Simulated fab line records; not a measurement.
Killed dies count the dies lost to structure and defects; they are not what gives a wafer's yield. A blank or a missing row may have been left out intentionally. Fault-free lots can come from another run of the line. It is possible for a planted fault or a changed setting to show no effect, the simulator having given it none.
Chamber matching || flow n5 finfet || N5_BEOL_M1_STRIP_36 on rie diel-02 has 4 sister chambers
The step strips in N2/H2. 4 wafers are shown with their chamber, then 10 later ones without.

EACH WAFER AND ITS CHAMBER
{"wafer": "L081.6", "chamber": 3, "showerhead plenum p Torr (Torr)": 2.61}
{"wafer": "L086.5", "chamber": 0, "showerhead plenum p Torr (Torr)": 2.39}
{"wafer": "L088.1", "chamber": 2, "showerhead plenum p Torr (Torr)": 2.45}
{"wafer": "L088.2", "chamber": 1, "showerhead plenum p Torr (Torr)": 2.48}

WAFERS WHOSE CHAMBER IS MISSING
{"wafer": "L088.4", "showerhead plenum p Torr (Torr)": 2.39}
{"wafer": "L090.1", "showerhead plenum p Torr (Torr)": 2.45}
{"wafer": "L090.4", "showerhead plenum p Torr (Torr)": 2.39}
{"wafer": "L090.6", "showerhead plenum p Torr (Torr)": 2.60}
{"wafer": "L093.1", "showerhead plenum p Torr (Torr)": 2.45}
{"wafer": "L093.4", "showerhead plenum p Torr (Torr)": 2.39}
{"wafer": "L093.5", "showerhead plenum p Torr (Torr)": 2.47}
{"wafer": "L094.4", "showerhead plenum p Torr (Torr)": 2.47}
{"wafer": "L094.5", "showerhead plenum p Torr (Torr)": 2.60}
{"wafer": "L094.6", "showerhead plenum p Torr (Torr)": 2.39}

CHAMBER TAKEN BY EACH
{"wafer": "L088.4", "from the rows above": 0, "in truth": 0}
{"wafer": "L090.1", "from the rows above": 2, "in truth": 2}
{"wafer": "L090.4", "from the rows above": 0, "in truth": 0}
{"wafer": "L090.6", "from the rows above": 3, "in truth": 3}
{"wafer": "L093.1", "from the rows above": 2, "in truth": 2}
{"wafer": "L093.4", "from the rows above": 0, "in truth": 0}
{"wafer": "L093.5", "from the rows above": "can't be placed: 1 or 2", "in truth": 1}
{"wafer": "L094.4", "from the rows above": "can't be placed: 1 or 2", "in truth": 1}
{"wafer": "L094.5", "from the rows above": 3, "in truth": 3}
{"wafer": "L094.6", "from the rows above": 0, "in truth": 0}
Correct placement for 8 of the 10. Can't be placed from these rows: 2 (the true chamber is among the candidates in 2). Wrongly placed: 0.
How it was worked out, from the rows above alone: a wafer's distance from a chamber is the root of the sum, over the readings, of the square of ((its reading less the chamber's mean) divided by the reading's scatter). If the next closest chamber is less than 2 further off than the closest, the wafer can't be placed; otherwise it belongs to the closest. The mean given for a chamber averages the wafers shown for that chamber. The scatter (one wafer shown for each chamber): square how far every hidden wafer sits from the nearest shown wafer, average those squares and take the square root.
